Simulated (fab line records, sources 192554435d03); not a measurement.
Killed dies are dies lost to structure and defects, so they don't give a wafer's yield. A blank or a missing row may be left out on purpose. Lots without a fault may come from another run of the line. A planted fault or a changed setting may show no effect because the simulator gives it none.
Split-lot experiment | flow n5_finfet | 7 lots, 21 wafers read, on a route of 1938 steps

THE SPLIT
At N5_BEOL_M12_ILD_DEP_00 (deposits SiOC from DEMS/O2, target thk 658.92 nm, time 130.7 s), the setting time_s was moved away from the recipe's 130.7 s on 8 of the 21 wafers read, by -13.9% to +10.7%. The other wafers ran this setting at the recipe's value.

The file shows no step between the split and the reading.

THE READING
M12_ILD_THK, in nm, at N5_BEOL_M12_THK_MEAS_01. Fault-free wafers of this fab line usually give 657 nm, standard deviation 7.8 nm.

wafer  | tool, chamber at the split | time_s as run, s | against the recipe | M12_ILD_THK, nm | against lot-mates on the recipe
L074.3 | pecvd-02, 1                | 114.8            | -12.2%             | 570             | -88
L074.4 | pecvd-02, 2                | 114.8            | -12.2%             | 580             | -78
L074.6 | pecvd-02, 1                | 130.7            | recipe             | 658             | -
L076.4 | pecvd-02, 1                | 112.5            | -13.9%             | 563             | -101
L076.5 | pecvd-02, 2                | 112.5            | -13.9%             | 570             | -94
L076.6 | pecvd-02, 0                | 130.7            | recipe             | 664             | -
L079.3 | pecvd-04, 0                | 130.7            | recipe             | 641             | -
L079.5 | pecvd-04, 2                | 130.7            | recipe             | 648             | -
L079.6 | pecvd-04, 0                | 130.7            | recipe             | 654             | -
L085.1 | pecvd-04, 2                | 130.7            | recipe             | 659             | -
L085.2 | pecvd-04, 0                | 144.7            | +10.7%             | 726             | +67
L085.6 | pecvd-04, 0                | 144.7            | +10.7%             | 736             | +77
L093.4 | pecvd-02, 1                | 130.7            | recipe             | 666             | -
L093.5 | pecvd-02, 1                | 130.7            | recipe             | 670             | -
L093.6 | pecvd-02, 1                | 130.7            | recipe             | 664             | -
L095.1 | pecvd-01, 1                | 123.8            | -5.3%              | 616             | -32
L095.2 | pecvd-01, 0                | 130.7            | recipe             | 650             | -
L095.3 | pecvd-01, 2                | 130.7            | recipe             | 646             | -
L096.4 | pecvd-02, 2                | 130.7            | recipe             | 658             | -
L096.5 | pecvd-02, 0                | 113.1            | -13.5%             | 572             | -88
L096.6 | pecvd-02, 1                | 130.7            | recipe             | 663             | -

THE FIT
A straight line over all 21 wafers: M12_ILD_THK changes by +6.66 nm for each +1% of time_s; r = +0.99; the points scatter about the line by 7.6 nm.
The same after taking each lot's own level away (the mean of its wafers on the recipe; 21 wafers): +6.8 nm for each +1%; r = +1.00; scatter 3.9 nm.
On that fit, the largest move of time_s shifts the reading by 95 nm.
The lots' own levels span 647.7 to 666.7 nm, that is 2.4 times the standard deviation above.
So the lot-to-lot level changes the slope little: the two slopes agree.
Check: with one of the wafers moved furthest among these (-13.9%) left out of the fit, the line predicts -93.4 nm for it against its lot-mates. It came out at -101 nm against them.

OTHER SPLITS ON THESE WAFERS
These wafers also went through other splits before the reading. Each is held against what the fit with the lots' levels taken away leaves over:
other split on the same wafers | wafers away from the commonest value | r with M12_ILD_THK (lot level and that fit taken away)
N5_BEOL_M10_COAT_60 spin_rpm   | 7                                    | +0.07
N5_BEOL_M10_EXPOSE_08 dose_mj  | 6                                    | -0.32
N5_BEOL_M11_COAT_22 spin_rpm   | 6                                    | +0.10
N5_BEOL_M11_ETCH_66 time_s     | 7                                    | +0.08
N5_BEOL_M11_DEP_56 time_s      | 6                                    | +0.05

THE WHOLE CHAIN: every reading that the file lists as answering this split, in the file's order
step                    | what it does                                                   | reading                                                                             | change (the file's fit)              | r (the file's)
N5_BEOL_M12_ILD_DEP_00  | deposits SiOC from DEMS/O2, target thk 658.92 nm, time 130.7 s | SiOC_of_BEOL_M12_ILD_DEP_00.thk_nm (the simulator's own value, which no gauge read) | +6.73 nm for each +1% of the setting | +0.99
N5_BEOL_M12_THK_MEAS_01 |                                                                | M12_ILD_THK                                                                         | +6.74 for each +1% of the setting    | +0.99
N5_BEOL_M12_VIA_ETCH_16 | etches SiOC in C4F8/O2/Ar, target depth 724.8 nm               | etch.depth_nm (the simulator's own value, which no gauge read)                      | +6.73 nm for each +1% of the setting | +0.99
N5_BEOL_M12_VIA_ETCH_16 | etches SiOC in C4F8/O2/Ar, target depth 724.8 nm               | coat_of_BEOL_M12_COAT_04.thk_nm (the simulator's own value, which no gauge read)    | -2.09 nm for each +1% of the setting | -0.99
N5_BEOL_M12_STRIP_63    | strips in N2/H2                                                | strip_time_to_endpoint_s                                                            | withheld for each +1% of the setting | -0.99

THE FILE'S OWN FIT
M12_ILD_THK changes by +6.74 nm for each +1% of time_s, r = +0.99.
